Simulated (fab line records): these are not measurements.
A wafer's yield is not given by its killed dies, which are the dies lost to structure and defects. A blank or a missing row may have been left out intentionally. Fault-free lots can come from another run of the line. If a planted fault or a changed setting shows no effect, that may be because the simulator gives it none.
Chamber matching	flow n5-finfet	4 sister chambers for N5_BEOL_M7_STRIP_67 on rie-diel-05
The step strips in CF4. 14 wafers are shown with their chamber, then 7 later ones without.

WAFERS PAIRED WITH THEIR CHAMBERS
wafer	chamber	drypump-motor-current-A (A)	showerhead-plenum-p-Torr (Torr)	throttle-valve-pct (%)
L761.1	0	6.4	1.77	14.04
L761.2	1	5.0	1.83	13.55
L761.6	1	5.0	1.83	13.55
L762.2	3	5.5	1.71	13.73
L762.5	2	6.3	1.71	13.98
L762.6	1	5.0	1.83	13.57
L763.1	1	5.0	1.83	13.59
L763.3	2	6.4	1.70	13.98
L763.5	1	5.0	1.83	13.59
L764.1	1	5.1	1.83	13.57
L764.3	3	5.5	1.71	13.75
L764.6	2	6.4	1.70	14.00
L774.2	3	5.5	1.70	13.80
L774.4	0	6.5	1.76	13.52

SIGNATURES (averages over the wafers above)
reading	chamber 0	chamber 1	chamber 2	chamber 3	scatter within a chamber
drypump-motor-current-A	6.450	5.017	6.367	5.500	0.0447
showerhead-plenum-p-Torr	1.7650	1.8300	1.7033	1.7067	0.00428
throttle-valve-pct	13.7800	13.5700	13.9867	13.7600	0.118
Rule: a wafer lies at a distance from a chamber equal to the root of the sum of squares, over the readings, of (its reading less the chamber's mean, divided by the reading's scatter). The wafer belongs to the nearest chamber; if the next one is less than 2 further off, it can't be placed. How the scatter is found: for the shown wafers, subtract from each reading the mean of its chamber, square and add these, divide the total by (wafers less chambers), then take the root.

WAFERS WHOSE CHAMBER IS MISSING
wafer	drypump-motor-current-A (A)	showerhead-plenum-p-Torr (Torr)	throttle-valve-pct (%)
L774.6	6.3	1.91	13.46
L776.2	5.5	1.70	13.81
L776.4	5.5	1.70	13.82
L776.6	6.4	1.76	13.50
L775.1	6.4	1.76	13.52
L775.4	6.4	1.76	13.56
L775.6	5.5	1.70	13.81

EACH ONE'S CHAMBER
wafer	from the rows above	in truth
L774.6	can't be placed: 0 or 1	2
L776.2	3	3
L776.4	3	3
L776.6	0	0
L775.1	0	0
L775.4	0	0
L775.6	3	3
Correct placement for 6 of the 7. Unplaceable from these rows: 1, with the true chamber sitting among the candidates in 0. Wrongly placed: 0.
